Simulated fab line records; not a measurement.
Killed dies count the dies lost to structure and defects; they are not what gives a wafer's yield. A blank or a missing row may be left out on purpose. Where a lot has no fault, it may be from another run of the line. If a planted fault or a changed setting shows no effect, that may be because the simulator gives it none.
Matching of chambers || flow nand_harc || NHARC_A_STAIRCASE_DEP_325 on pecvd-04 has 3 sister chambers
The step deposits SiO2, target thk 3800 nm. 3 wafers are shown with their chamber, then 9 later ones without.

## EACH WAFER AND ITS CHAMBER
{"wafer": "L083.4", "chamber": 2, "heater_power_w (W)": 681}
{"wafer": "L082.1", "chamber": 0, "heater_power_w (W)": 627}
{"wafer": "L082.5", "chamber": 1, "heater_power_w (W)": 567}

## WAFERS WITH NO CHAMBER GIVEN
{"wafer": "L085.1", "heater_power_w (W)": 664}
{"wafer": "L085.3", "heater_power_w (W)": 527}
{"wafer": "L085.4", "heater_power_w (W)": 678}
{"wafer": "L090.2", "heater_power_w (W)": 579}
{"wafer": "L090.5", "heater_power_w (W)": 664}
{"wafer": "L090.6", "heater_power_w (W)": 531}
{"wafer": "L092.2", "heater_power_w (W)": 578}
{"wafer": "L092.5", "heater_power_w (W)": 645}
{"wafer": "L092.6", "heater_power_w (W)": 526}

## WHICH CHAMBER EACH WENT THROUGH
{"wafer": "L085.1", "from the rows above": "can't be placed: 2 or 0", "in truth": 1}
{"wafer": "L085.3", "from the rows above": 1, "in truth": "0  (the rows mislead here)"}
{"wafer": "L085.4", "from the rows above": "can't be placed: 2 or 0", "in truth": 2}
{"wafer": "L090.2", "from the rows above": "can't be placed: 1 or 0", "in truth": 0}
{"wafer": "L090.5", "from the rows above": "can't be placed: 2 or 0", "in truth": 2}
{"wafer": "L090.6", "from the rows above": 1, "in truth": 1}
{"wafer": "L092.2", "from the rows above": "can't be placed: 1 or 0", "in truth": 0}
{"wafer": "L092.5", "from the rows above": "can't be placed: 0 or 2", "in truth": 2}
{"wafer": "L092.6", "from the rows above": 1, "in truth": 1}
2 of 9 placed correctly. Unplaceable from these rows: 6, with the true chamber sitting among the candidates in 5. Number placed wrongly: 1.
How it was worked out, from the rows above alone: a wafer's distance from a chamber is the root of the sum, over the readings, of the square of ((its reading less the chamber's mean) divided by the reading's scatter). The wafer belongs to the nearest chamber; if the next one is less than 2 further off, it can't be placed. Each chamber's mean is taken over the wafers shown for it. The scatter: with one shown wafer a chamber, the root of the mean of the squares of how far each hidden wafer lies from its nearest shown one.
